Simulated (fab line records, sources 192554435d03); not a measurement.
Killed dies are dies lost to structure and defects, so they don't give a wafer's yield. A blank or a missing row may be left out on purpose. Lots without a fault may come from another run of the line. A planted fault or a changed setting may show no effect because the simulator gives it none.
Which tool did it? | flow n5_finfet | 9 lots, 26 wafers sampled, at 5 steps of a route of 1938

WHAT THE GAUGES READ, wafer by wafer
N5_BEOL_M4_RC_MEAS_101.
lot  | measured     | on        | DIBL_N (mV/V)  | DIBL_P (mV/V)  | IOFF_N (nA/um) | IOFF_P (nA/um) | ION_N (uA/um) | ION_P (uA/um) | SS_N (mV/dec)  | SS_P (mV/dec)  | VT_N (mV)   | VT_P (mV)
L650 | day 7 22:00  | prober-02 | 33.5 36.9 35.6 | 34.2 39.3 37.0 | 0.13 0.18 0.17 | 0.17 0.26 0.23 | 640 683 674   | 445 475 460   | 71.0 71.3 71.7 | 72.6 73.9 73.7 | 253 251 250 | -250 -248 -248
L651 | day 8 09:48  | prober-02 | 35.8 37.0 36.4 | 33.7 36.1 35.2 | 0.13 0.14 0.14 | 0.16 0.19 0.18 | 652 650 658   | 444 448 447   | 71.7 72.7 72.3 | 73.2 73.2 72.8 | 256 258 253 | -257 -255 -256
L653 | day 8 11:29  | prober-01 | 38.7 37.9 39.3 | 39.2 38.7 41.2 | 0.19 0.18 0.21 | 0.25 0.24 0.31 | 684 680 684   | 468 468 468   | 71.9 72.0 72.5 | 74.3 73.4 74.8 | 246 245 245 | -246 -248 -247
L654 | day 9 05:04  | prober-02 | 36.1 37.4      | 34.9 35.9      | 0.16 0.16      | 0.19 0.20      | 670 672       | 455 454       | 70.3 71.9      | 73.5 73.1      | 245 251     | -252 -250
L655 | day 8 18:54  | prober-02 | 30.5 38.6 37.9 | 28.5 40.2 38.6 | 0.08 0.21 0.20 | 0.11 0.25 0.22 | 647 664 683   | 444 456 463   | 70.0 72.3 72.4 | 72.0 74.9 74.4 | 257 248 248 | -259 -253 -251
L656 | day 9 15:49  | prober-02 | 39.7 41.1 41.0 | 40.3 40.2 41.1 | 0.22 0.22 0.23 | 0.27 0.25 0.27 | 696 664 691   | 471 456 469   | 72.1 71.5 72.2 | 74.9 73.9 74.3 | 244 246 244 | -250 -250 -247
L661 | day 10 19:25 | prober-02 | 36.0 38.7 38.1 | 35.3 39.5 38.7 | 0.16 0.22 0.21 | 0.18 0.26 0.25 | 662 697 681   | 443 474 458   | 71.3 72.4 71.9 | 72.8 75.4 74.5 | 249 243 244 | -253 -246 -249
L671 | day 13 15:09 | prober-02 | 34.2 34.4 36.8 | 34.1 35.3 37.6 | 0.13 0.13 0.17 | 0.16 0.18 0.21 | 643 671 685   | 441 459 456   | 72.1 71.4 72.5 | 72.9 73.7 74.1 | 254 253 248 | -256 -255 -252
L672 | day 13 16:32 | prober-01 | 37.5 37.0 37.4 | 38.1 37.6 38.8 | 0.20 0.18 0.21 | 0.27 0.27 0.29 | 678 678 691   | 460 468 465   | 72.5 71.6 72.0 | 73.3 73.6 72.6 | 244 248 245 | -244 -244 -242

WHICH TOOL RAN EACH LOT (tool, then ch and the chambers of the sampled wafers, then the start)
lot  | N5_BEOL_M0_SAQP_ETCH_107          | N5_BEOL_M0_SAQP_STRIP_108         | N5_BEOL_M0_SAQP_SPACER2_ETCHBACK_27 | N5_BEOL_M0_SAQP_ALD_48
L650 | rie_diel-02 ch 0,1, day 5 21:48   | rie_diel-02 ch 0,1, day 5 21:50   | rie_diel-02 ch 1,3, day 5 22:49     | ald_sin-01 ch 1,2, day 6 00:05
L651 | rie_diel-06 ch 1,2, day 6 02:58   | rie_diel-06 ch 1,2, day 6 03:01   | rie_diel-02 ch 1,2, day 6 03:46     | ald_sin-01 ch 0,1,3, day 6 04:56
L653 | rie_diel-03 ch 0,1,2, day 6 13:37 | rie_diel-03 ch 0,1,2, day 6 13:40 | rie_diel-03 ch 1,2,3, day 6 14:25   | ald_sin-02 ch 1,2,3, day 6 15:27
L654 | rie_diel-06 ch 0,2, day 6 22:09   | rie_diel-06 ch 0,2, day 6 22:11   | rie_diel-02 ch 1,2, day 6 22:59     | ald_sin-03 ch 1, day 7 00:08
L655 | rie_diel-02 ch 0,2, day 6 22:46   | rie_diel-02 ch 0,2, day 6 22:49   | rie_diel-03 ch 1,2, day 6 23:36     | ald_sin-03 ch 2,3, day 7 00:38
L656 | rie_diel-06 ch 0,1,3, day 7 10:36 | rie_diel-06 ch 0,1,3, day 7 10:38 | rie_diel-06 ch 0,1,3, day 7 11:28   | ald_sin-01 ch 0,2, day 7 12:30
L661 | rie_diel-06 ch 0,1, day 8 16:32   | rie_diel-06 ch 0,1, day 8 16:35   | rie_diel-02 ch 1,3, day 8 18:22     | ald_sin-03 ch 0,2, day 8 19:17
L671 | rie_diel-02 ch 0,1, day 11 03:05  | rie_diel-02 ch 0,1, day 11 03:07  | rie_diel-06 ch 0,2,3, day 11 03:52  | ald_sin-02 ch 0,1,2, day 11 04:55
L672 | rie_diel-03 ch 1,3, day 11 08:11  | rie_diel-03 ch 1,3, day 11 08:13  | rie_diel-06 ch 0,1,2, day 11 09:02  | ald_sin-01 ch 2,3, day 11 10:59
- N5_BEOL_M0_SAQP_ETCH_107: etches SiNx in CH3F/O2, target depth 30 nm.
- N5_BEOL_M0_SAQP_STRIP_108: strips in N2/H2.
- N5_BEOL_M0_SAQP_SPACER2_ETCHBACK_27: etches SiO2 in CHF3/O2, target depth 22.5 nm, time 11.25 s.
- N5_BEOL_M0_SAQP_ALD_48: deposits SiO2, target thk 20 nm, pulse time 1 s, co reactant pulse time 1 s.

WHAT THE TOOLS THEMSELVES READ (means of the sampled wafers that have a number; where no wafer has one, the mark that the record gives instead)
N5_BEOL_M0_SAQP_ETCH_107.
lot  | tool        | O2_flow_sccm (sccm) | drypump_motor_current_A (A) | oes_product_au (a.u.) | rf_vpp_V (V) | showerhead_plenum_p_Torr (Torr) | throttle_valve_pct (%)
L650 | rie_diel-02 | 20.01               | 5.82                        | 0.81                  | 306          | 2.06                            | 16.15
L651 | rie_diel-06 | 20.07               | 6.33                        | 0.83                  | 305          | 2.03                            | 16.15
L653 | rie_diel-03 | 19.97               | 5.76                        | 0.77                  | 294          | 1.98                            | 16.50
L654 | rie_diel-06 | 20.02               | 5.90                        | 0.73                  | 296          | 2.01                            | 16.34
L655 | rie_diel-02 | 19.97               | 5.64                        | 0.88                  | 298          | 1.98                            | 16.09
L656 | rie_diel-06 | 20.04               | 6.02                        | 0.77                  | 299          | 2.04                            | 16.40
L661 | rie_diel-06 | 20.01               | 6.26                        | 0.80                  | 306          | 2.06                            | 16.22
L671 | rie_diel-02 | 20.05               | 5.83                        | 0.83                  | 306          | 2.05                            | 16.10
L672 | rie_diel-03 | 20.05               | 5.59                        | 0.68                  | 306          | 2.00                            | 16.62

N5_BEOL_M0_SAQP_STRIP_108.
lot  | tool        | drypump_motor_current_A (A) | h2_flow_sccm (sccm) | oes_product_au (a.u.) | rf_vpp_V (V) | showerhead_plenum_p_Torr (Torr) | throttle_valve_pct (%)
L650 | rie_diel-02 | 5.83                        | 299.8               | 0.81                  | 123.4        | 3.46                            | 18.5
L651 | rie_diel-06 | 6.35                        | 299.3               | 0.83                  | 121.4        | 3.36                            | 18.4
L653 | rie_diel-03 | 5.76                        | 300.0               | 0.76                  | 121.8        | 3.32                            | 19.0
L654 | rie_diel-06 | 5.92                        | 300.0               | 0.71                  | 122.6        | 3.41                            | 18.6
L655 | rie_diel-02 | 5.68                        | 300.2               | 0.89                  | 122.0        | 3.31                            | 18.7
L656 | rie_diel-06 | 6.05                        | 300.2               | 0.77                  | 122.6        | 3.42                            | 18.8
L661 | rie_diel-06 | 6.30                        | 300.5               | 0.81                  | 122.5        | 3.43                            | 18.7
L671 | rie_diel-02 | 5.83                        | 299.4               | 0.83                  | 122.2        | 3.44                            | 18.4
L672 | rie_diel-03 | 5.61                        | 299.9               | 0.69                  | 121.3        | 3.36                            | 19.0

N5_BEOL_M0_SAQP_SPACER2_ETCHBACK_27.
lot  | tool        | O2_flow_sccm (sccm) | drypump_motor_current_A (A) | oes_product_au (a.u.) | rf_vpp_V (V) | showerhead_plenum_p_Torr (Torr) | throttle_valve_pct (%)
L650 | rie_diel-02 | 5.009               | 6.08                        | 0.74                  | 506          | 2.44                            | 18.82
L651 | rie_diel-02 | 4.997               | 5.96                        | 0.80                  | 515          | 2.47                            | 18.68
L653 | rie_diel-03 | 5.002               | 5.78                        | 0.76                  | 520          | 2.44                            | 18.96
L654 | rie_diel-02 | 5.006               | 5.97                        | 0.81                  | 520          | 2.49                            | 18.69
L655 | rie_diel-03 | 4.997               | 5.85                        | 0.79                  | 504          | 2.43                            | 19.00
L656 | rie_diel-06 | 5.005               | 6.04                        | 0.76                  | 528          | 2.45                            | 18.92
L661 | rie_diel-02 | 5.028               | 6.02                        | 0.87                  | 524          | 2.49                            | 18.67
L671 | rie_diel-06 | 5.001               | 5.86                        | 0.70                  | 517          | 2.41                            | 19.02
L672 | rie_diel-06 | 5.008               | 6.11                        | 0.75                  | 528          | 2.43                            | 18.83

N5_BEOL_M0_SAQP_ALD_48.
lot  | tool       | heater_power_w (W) | precursor_pulse_height_rel
L650 | ald_sin-01 | 79                 | 0.982
L651 | ald_sin-01 | 74                 | 0.988
L653 | ald_sin-02 | 74                 | 0.977
L654 | ald_sin-03 | 78                 | 1.019
L655 | ald_sin-03 | 74                 | 1.002
L656 | ald_sin-01 | 84                 | 0.999
L661 | ald_sin-03 | 78                 | 0.997
L671 | ald_sin-02 | 74                 | 1.016
L672 | ald_sin-01 | 78                 | 0.991

THE ANSWER, worked out from the rows above alone
Rule: what is usual is taken from the lots themselves. Put in order of their means at a reading, lots are off if they are a third of the lots or fewer, leave a main group of 4 or more, and stand apart from it by a gap of 3 or more times the standard deviation of the main group's means; of several such gaps the widest counts. A main group whose means are all the same, to the digits that the tables above print for the reading, isn't used. A lot without any number at a reading at which 4 lots or more have one is off too. The other lots that the step has rows for count as sound. The gauges are gone through in route order, then the tools' own readings, and for those a lot's mean is taken as printed above. The first step at which some lot is off is used, and at that step the reading that is off furthest; a lot without a number counts as furthest.
Off: L661, at N5_BEOL_M0_SAQP_SPACER2_ETCHBACK_27 (O2_flow_sccm). The main group: mean 5.003 sccm, standard deviation 0.0043.
A tool fits if, at that step or a process step before it, it ran every lot that is off, and no sound lot after the first of them. Can't be told from this: 2 tools fit, rie_diel-06 at N5_BEOL_M0_SAQP_ETCH_107 and N5_BEOL_M0_SAQP_STRIP_108, rie_diel-02 at N5_BEOL_M0_SAQP_SPACER2_ETCHBACK_27.

WHAT THE SIMULATOR HAD PUT IN
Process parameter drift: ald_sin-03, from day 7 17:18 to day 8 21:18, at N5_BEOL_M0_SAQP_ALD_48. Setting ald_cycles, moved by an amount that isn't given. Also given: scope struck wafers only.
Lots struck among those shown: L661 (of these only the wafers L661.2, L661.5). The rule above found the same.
